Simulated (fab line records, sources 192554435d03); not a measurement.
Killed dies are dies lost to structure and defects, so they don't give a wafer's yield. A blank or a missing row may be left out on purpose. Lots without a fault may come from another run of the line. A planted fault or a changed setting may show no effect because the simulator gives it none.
A struck lot beside a sound one | flow n5_finfet | 35 steps out of a route of 1938
Sound: wafers L675.1, L675.3, L675.4. Struck: wafer L687.4. (L687.2 of the same lot was not struck and is left out.) The cause comes at the end.
At each step with rows: each side's tool, then ch and its chambers, then its first start. Under that, the readings that differ: sound wafers | struck wafers | difference of the means | sigmas: that difference in standard deviations of wafers without a fault.
alike: readings whose means differ by less than 2 such deviations, and words and numbers that are the same on both sides. not compared: withheld readings, readings that some wafer has no value for, bounds like >300 that may hide the same value, and numbers for which the record gives no deviation and whose values overlap.
The two part at a step that has a row with sigmas, a row that says differs or no value, or rows on one side only. Numbers that don't overlap but have no deviation are shown without sigmas and don't part them. A reading that every wafer of one side lacks parts them only if that side has two wafers or more.

first, 8 steps without rows for these wafers: N5_BEOL_M10_SPUTTER_48 (material Cu, target thk 12 nm, time 2 s); N5_BEOL_M10_ECD_50 (material Cu, target thk 318 nm); N5_BEOL_M10_ANNEAL_51 (time 90 s); N5_BEOL_M10_CMP_52 (polishes, stops on SiCOH lowk, t overpolish 7 s, target thk 140 nm); N5_BEOL_M10_PRE_CLEAN_55 (time 15 s); N5_BEOL_M10_DEP_56 (deposits SiCN from 3MS/NH3, target thk 15 nm, time 26.5 s); N5_BEOL_M11_ILD_DEP_00 (deposits SiCOH lowk from DEMS/porogen, target thk 308.51 nm, time 58 s); N5_BEOL_M11_CURE_71 (cures SiCOH lowk, time 240 s).
N5_BEOL_M11_PECVD_70: deposits SiO2 from TEOS/O2, target thk 20 nm, time 22.7 s.
  sound on pecvd-02 ch 0,1,2, day 12 01:36; struck on pecvd-02 ch 1, day 15 12:56
  reading                                     | sound        | struck | difference | sigmas
  model.SiO2_of_BEOL_M11_PECVD_70.thk_nm (nm) | 19.4 19.6 20 | 8.6    | -11.1      |
  alike: heater_power_w, showerhead_plenum_p_Torr, throttle_valve_pct
then, 24 steps without rows for these wafers: N5_BEOL_M11_HM_DEP_02 (deposits TiN, target thk 20 nm); N5_BEOL_M11_COAT_59 (time 60 s, resist thk 100 nm); N5_BEOL_M11_COAT_60 (time 60 s, resist thk 30 nm); N5_BEOL_M11_COAT_05 (resist thk 90 nm); N5_BEOL_M11_EBR_07; N5_BEOL_M11_SOFTBAKE_06 (time 60 s); N5_BEOL_M11_EXPOSE_08 (exposes mask M11); N5_BEOL_M11_PEB_09 (peb time 60 s); N5_BEOL_M11_DEVELOP_10 (develop time 30 s); N5_BEOL_M11_DESCUM_16 (chemistry O2, time 7.9 s); N5_BEOL_M11_ETCH_61 (etches SiARC in CF4, target depth 39 nm, time 65 s); N5_BEOL_M11_ETCH_62 (etches SOC in N2/H2, target depth 110 nm, overetch 22 nm, time 165 s); N5_BEOL_M11_STRIP_68 (strips in N2/H2); N5_BEOL_M11_STRIP_67 (strips in CF4); N5_BEOL_M11_HM_OPEN_17 (chemistry Cl2/BCl3, target TiN, target depth 20 nm, overetch 6 nm); N5_BEOL_M11_STRIP_19 (strips in O2); N5_BEOL_M11_COAT_63 (time 60 s, resist thk 100 nm); N5_BEOL_M11_COAT_64 (time 60 s, resist thk 30 nm); N5_BEOL_M11_COAT_22 (resist thk 90 nm); N5_BEOL_M11_EBR_24; N5_BEOL_M11_SOFTBAKE_23 (time 60 s); N5_BEOL_M11_EXPOSE_25 (exposes mask V10); N5_BEOL_M11_PEB_26 (peb time 60 s); N5_BEOL_M11_DEVELOP_27 (develop time 30 s).
N5_BEOL_M11_HM_STRIP_39: strips TiN in peroxide tin strip, target depth 25 nm, time 158 s.
  sound on wet_bench-02 ch 0,2,4, day 12 08:59; struck on wet_bench-03 ch 0, day 15 15:39
  reading                                     | sound          | struck | difference | sigmas
  model.SiO2_of_BEOL_M11_PECVD_70.thk_nm (nm) | 19.2 19.4 19.8 | 8.4    | -11.1      |
N5_BEOL_M11_CMP_52: polishes, stops on SiCOH lowk, t overpolish 7 s, target thk 140 nm.
  sound on cmp-03 ch 0,1,3, day 12 11:16; struck on cmp-01 ch 1, day 15 17:53
  reading                      | sound          | struck | difference | sigmas
  barrier_field_endpoint_s (s) | 27.9 27.9 28.1 | 15.1   | -12.9      | -16
  motor_current_A (A)          | 6.5 6.4 6.8    | 5.3    | -1.3       | -3
  alike: clearing_platen_down_force_psi

WHERE THEY PART
Only at N5_BEOL_M11_CMP_52, within this record.

WHY: what the simulator had put in
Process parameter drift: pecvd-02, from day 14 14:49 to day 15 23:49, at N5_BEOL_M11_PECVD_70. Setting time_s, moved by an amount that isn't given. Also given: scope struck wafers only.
